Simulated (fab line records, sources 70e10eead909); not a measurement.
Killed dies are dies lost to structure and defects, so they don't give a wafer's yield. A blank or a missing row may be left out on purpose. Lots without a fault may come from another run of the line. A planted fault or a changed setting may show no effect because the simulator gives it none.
Chamber matching | flow nand_harc | NHARC_P_BONDPAD_STRIP_15 on rie_diel-02: 4 sister chambers
The step strips in O2. 22 wafers are shown with their chamber, then 11 later ones without.

WAFERS WITH THEIR CHAMBER
wafer  | chamber | showerhead_plenum_p_Torr (Torr) | rf_vpp_V (V) | oes_product_au (a.u.)
L074.3 | 0       | 3.69                            | 59.7         | 0.994
L074.5 | 1       | 3.48                            | 57.4         | 1.000
L074.6 | 0       | 3.69                            | 57.7         | 0.999
L074.1 | 1       | 3.48                            | 57.5         | 0.985
L074.2 | 3       | 3.35                            | 56.6         | 0.993
L074.4 | 2       | 3.29                            | 55.8         | 0.995
L077.1 | 2       | 3.29                            | 56.9         | 1.006
L077.4 | 3       | 3.35                            | 57.1         | 0.985
L077.6 | 3       | 3.35                            | 56.0         | 0.995
L077.2 | 1       | 3.48                            | 57.3         | 1.002
L077.3 | 0       | 3.69                            | 58.5         | 1.000
L077.5 | 0       | 3.69                            | 57.6         | 1.002
L078.1 | 1       | 3.48                            | 57.4         | 0.994
L078.5 | 1       | 3.48                            | 58.3         | 1.003
L078.6 | 0       | 3.69                            | 59.9         | 0.999
L079.2 | 1       | 3.48                            | 57.3         | 0.984
L079.3 | 3       | 3.35                            | 57.4         | 0.988
L079.4 | 2       | 3.29                            | 57.3         | 0.994
L079.1 | 0       | 3.68                            | 57.9         | 0.989
L079.5 | 3       | 3.35                            | 58.0         | 0.987
L079.6 | 2       | 3.29                            | 57.6         | 1.006
L084.1 | 1       | 3.48                            | 58.2         | 1.009

SIGNATURES (means of the wafers above)
reading                  | chamber 0 | chamber 1 | chamber 2 | chamber 3 | scatter within a chamber
showerhead_plenum_p_Torr | 3.6883    | 3.4800    | 3.2900    | 3.3500    | 0.00215
rf_vpp_V                 | 58.550    | 57.629    | 56.900    | 57.020    | 0.764
oes_product_au           | 0.99717   | 0.99671   | 1.00025   | 0.98960   | 0.00689
Rule: a wafer's distance from a chamber is the root of the sum, over the readings, of the square of ((its reading less the chamber's mean) divided by the reading's scatter). The wafer belongs to the nearest chamber; if the next one is less than 2 further off, it can't be placed. The scatter: the root of (the sum of the squares of (reading less its chamber's mean) over the shown wafers, divided by (wafers less chambers)).

WAFERS WITHOUT THEIR CHAMBER
wafer  | showerhead_plenum_p_Torr (Torr) | rf_vpp_V (V) | oes_product_au (a.u.)
L084.2 | 3.35                            | 58.7         | 0.999
L084.6 | 3.48                            | 57.3         | 1.021
L090.2 | 3.29                            | 57.3         | 0.989
L090.5 | 3.29                            | 56.0         | 0.982
L090.6 | 3.48                            | 58.9         | 1.008
L091.2 | 3.68                            | 58.9         | 1.017
L091.4 | 3.29                            | 57.6         | 1.006
L091.6 | 3.35                            | 57.3         | 1.001
L094.1 | 3.68                            | 57.5         | 1.009
L094.4 | 3.29                            | 58.1         | 0.999
L094.5 | 3.68                            | 58.4         | 1.002

WHICH CHAMBER EACH WENT THROUGH
wafer  | from the rows above | in truth
L084.2 | 3                   | 3
L084.6 | 1                   | 1
L090.2 | 2                   | 2
L090.5 | 2                   | 2
L090.6 | 1                   | 1
L091.2 | 0                   | 0
L091.4 | 2                   | 2
L091.6 | 3                   | 3
L094.1 | 0                   | 0
L094.4 | 2                   | 2
L094.5 | 0                   | 0
Placed correctly: 11 of 11. Can't be placed from these rows: 0. Placed wrongly: 0.
